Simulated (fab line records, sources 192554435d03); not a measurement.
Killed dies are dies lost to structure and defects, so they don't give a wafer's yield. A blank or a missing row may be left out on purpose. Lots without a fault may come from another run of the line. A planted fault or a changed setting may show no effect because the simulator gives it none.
Chamber matching | flow n5_finfet | N5_ZERO_LAYER_ETCH_17 on rie_diel-04: 3 sister chambers
The step etches SiO2 in CF4, target depth 12 nm, time 13.3 s. 14 wafers are shown with their chamber, then 6 later ones without.

WAFERS WITH THEIR CHAMBER
wafer  | chamber | throttle_valve_pct (%) | drypump_motor_current_A (A) | oes_product_au (a.u.)
L076.2 | 1       | 15.70                  | 5.6                         | 0.78
L076.4 | 2       | 15.89                  | 6.1                         | 0.70
L076.6 | 2       | 15.89                  | 6.1                         | 0.70
L080.3 | 1       | 15.71                  | 5.7                         | 0.77
L080.4 | 1       | 15.69                  | 5.7                         | 0.77
L080.5 | 3       | 15.40                  | 5.7                         | 0.92
L082.2 | 2       | 15.92                  | 6.1                         | 0.69
L082.3 | 1       | 15.71                  | 5.7                         | 0.77
L082.6 | 1       | 15.71                  | 5.6                         | 0.76
L086.3 | 3       | 15.41                  | 5.7                         | 0.89
L086.4 | 1       | 15.73                  | 5.6                         | 0.77
L086.5 | 2       | 15.91                  | 6.1                         | 0.70
L090.1 | 1       | 15.74                  | 5.6                         | 0.76
L090.3 | 2       | 15.93                  | 6.1                         | 0.68

SIGNATURES (means of the wafers above)
reading                 | chamber 1 | chamber 2 | chamber 3 | scatter within a chamber
throttle_valve_pct      | 15.7129   | 15.9080   | 15.4050   | 0.0167
drypump_motor_current_A | 5.643     | 6.100     | 5.700     | 0.0395
oes_product_au          | 0.7686    | 0.6940    | 0.9050    | 0.0098
Rule: a wafer's distance from a chamber is the root of the sum, over the readings, of the square of ((its reading less the chamber's mean) divided by the reading's scatter). The wafer belongs to the nearest chamber; if the next one is less than 2 further off, it can't be placed. The scatter: the root of (the sum of the squares of (reading less its chamber's mean) over the shown wafers, divided by (wafers less chambers)).

WAFERS WITHOUT THEIR CHAMBER
wafer  | throttle_valve_pct (%) | drypump_motor_current_A (A) | oes_product_au (a.u.)
L090.4 | 15.94                  | 6.0                         | 0.69
L094.1 | 15.96                  | 6.0                         | 0.68
L094.2 | 15.45                  | 5.7                         | 0.87
L094.4 | 15.75                  | 5.6                         | 0.76
L097.4 | 15.96                  | 6.0                         | 0.69
L097.5 | 15.45                  | 5.7                         | 0.88

WHICH CHAMBER EACH WENT THROUGH
wafer  | from the rows above | in truth
L090.4 | 2                   | 2
L094.1 | 2                   | 2
L094.2 | 3                   | 3
L094.4 | 1                   | 1
L097.4 | 2                   | 2
L097.5 | 3                   | 3
Placed correctly: 6 of 6. Can't be placed from these rows: 0. Placed wrongly: 0.
